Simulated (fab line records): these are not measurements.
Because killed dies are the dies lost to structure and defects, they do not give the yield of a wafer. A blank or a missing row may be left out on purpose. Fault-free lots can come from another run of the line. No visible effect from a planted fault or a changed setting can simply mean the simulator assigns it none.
A lot that was struck, set against a sound lot + flow nand_harc + 15 out of 1302 route steps
Sound: these wafers, L986.1, L986.3, L986.4. Wafers L988.1, L988.5, L988.6 were the ones struck. The cause comes at the end.
At each step with rows: each side's tool, then ch and its chambers, then its first start. Under that, the readings that differ: sound wafers + struck wafers + difference of the means + sigmas: that difference in standard deviations of wafers without a fault.
alike: readings with means less than 2 such deviations apart, plus words and numbers identical on both sides. not compared: withheld readings, readings lacking a value on some wafer, bounds such as >300 that could conceal the same value, and numbers that have no deviation in the record and whose values overlap.
Wherever a step has rows on one side only, a row that says differs or no value, or a row with sigmas, the two part there. Numbers that don't overlap but have no deviation are shown without sigmas and don't part them. A reading missing from all wafers of one side parts the sides only when that side holds two or more wafers.

first, 9 steps without rows for these wafers: NHARC_A_ZERO_WELL_DEHYDRATE_02 (time 120 s); NHARC_A_ZERO_WELL_HMDS_03 (time 30 s); NHARC_A_ZERO_WELL_COAT_18 (time 65 s); NHARC_A_ZERO_WELL_COAT_04 (resist thk 600 nm); NHARC_A_ZERO_WELL_SOFTBAKE_05 (time 70 s); NHARC_A_ZERO_WELL_EBR_06; NHARC_A_ZERO_WELL_EXPOSE_07 (exposes mask A ZERO); NHARC_A_ZERO_WELL_PEB_08 (peb time 80 s); NHARC_A_ZERO_WELL_DEVELOP_09 (time 50 s).
NHARC_A_ZERO_WELL_CD_MEAS_10: target cd 2000 nm.
  sound on cd_sem-03 ch 0, day 9 23:14; struck on cd_sem-01 ch 0, day 10 12:06
  alike: cd_nm
then, 1 step without rows for these wafers: NHARC_A_ZERO_WELL_HARDBAKE_11 (time 65 s).
NHARC_A_ZERO_WELL_DESCUM_12: chemistry O2, time 3 s.
  sound on rie_diel-03 ch 1,2,3, day 9 23:23; struck on rie_diel-01 ch 0,3, day 10 12:16
  alike: drypump_motor_current_A, oes_product_au, rf_vpp_V, showerhead_plenum_p_Torr, throttle_valve_pct
  not compared: rf_hours_counter_h
NHARC_A_ZERO_WELL_ETCH_19: etches the open film in N2/H2, target depth 80 nm, overetch 24 nm, time 87.88 s.
  sound on rie_diel-03 ch 0,1,2, day 9 23:28; struck on rie_diel-01 ch 1,2,3, day 10 12:22
  no value came back on the struck wafers for any of 9 readings (bias_w (W), chamber_pressure_mTorr (mTorr) and others); on the sound wafers bias_w (W) reads 149.7 149.3 149.5
NHARC_A_ZERO_WELL_ETCH_13: etches the open film in HBr/Cl2, target depth 120 nm, time 40.1 s.
  sound on rie_si-04 ch 0,2,3, day 9 23:35; struck on rie_si-04 ch 0,1, day 10 12:29
  alike: bias_w, chamber_pressure_mTorr, drypump_motor_current_A, hbr_flow_sccm, oes_product_au, rf_fwd_power_W, throttle_valve_pct
  not compared: rf_hours_counter_h
-- jump in the record: it breaks off in module A_ZERO_WELL and resumes in module END (first step shown: number 1302 of the route), and 18 days separate the struck wafers' starts before and after --
NHARC_END_SORT_01:
  here the record holds rows for the struck wafers (prober-02 ch 0, day 28 05:15) but none for the sound ones

WHERE THEY PART
Last at NHARC_END_SORT_01 as far as this record goes, first at NHARC_A_ZERO_WELL_ETCH_19.

WHY: whatever the simulator had introduced
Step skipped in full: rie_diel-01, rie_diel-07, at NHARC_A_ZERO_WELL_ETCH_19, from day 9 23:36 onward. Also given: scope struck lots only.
